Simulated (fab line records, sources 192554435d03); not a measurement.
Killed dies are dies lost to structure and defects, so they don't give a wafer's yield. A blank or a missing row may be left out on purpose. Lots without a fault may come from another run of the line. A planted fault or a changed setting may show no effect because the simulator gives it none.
Chamber matching | flow n5_finfet | N5_BEOL_M1_CO_CAP_55 on cvd_co-02: 3 sister chambers
The step material Co, precursor CCTBA/H2, target thk 2 nm, time 102.1 s. 3 wafers are shown with their chamber, then 12 later ones without.

WAFERS WITH THEIR CHAMBER
wafer  | chamber | heater_power_w (W)
L087.3 | 1       | 255
L089.4 | 0       | 238
L089.6 | 2       | 251

WAFERS WITHOUT THEIR CHAMBER
wafer  | heater_power_w (W)
L092.1 | 247
L092.4 | 260
L092.5 | 238
L094.2 | 256
L094.5 | 254
L094.6 | 259
L095.1 | 260
L095.3 | 248
L095.4 | 251
L097.1 | 256
L097.2 | 249
L097.5 | 246

WHICH CHAMBER EACH WENT THROUGH
wafer  | from the rows above          | in truth
L092.1 | can't be placed: 2 or 1 or 0 | 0
L092.4 | can't be placed: 1 or 2      | 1
L092.5 | 0                            | 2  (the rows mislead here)
L094.2 | can't be placed: 1 or 2      | 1
L094.5 | can't be placed: 1 or 2      | 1
L094.6 | can't be placed: 1 or 2      | 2
L095.1 | can't be placed: 1 or 2      | 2
L095.3 | can't be placed: 2 or 1      | 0
L095.4 | can't be placed: 2 or 1      | 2
L097.1 | can't be placed: 1 or 2      | 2
L097.2 | can't be placed: 2 or 1      | 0
L097.5 | can't be placed: 2 or 0 or 1 | 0
Placed correctly: 0 of 12. Can't be placed from these rows: 11 (the true chamber is among the candidates in 9). Placed wrongly: 1.
How it was worked out, from the rows above alone: a wafer's distance from a chamber is the root of the sum, over the readings, of the square of ((its reading less the chamber's mean) divided by the reading's scatter). The wafer belongs to the nearest chamber; if the next one is less than 2 further off, it can't be placed. A chamber's mean is the mean of its shown wafers. The scatter: with one shown wafer a chamber, the root of the mean of the squares of how far each hidden wafer lies from its nearest shown one.
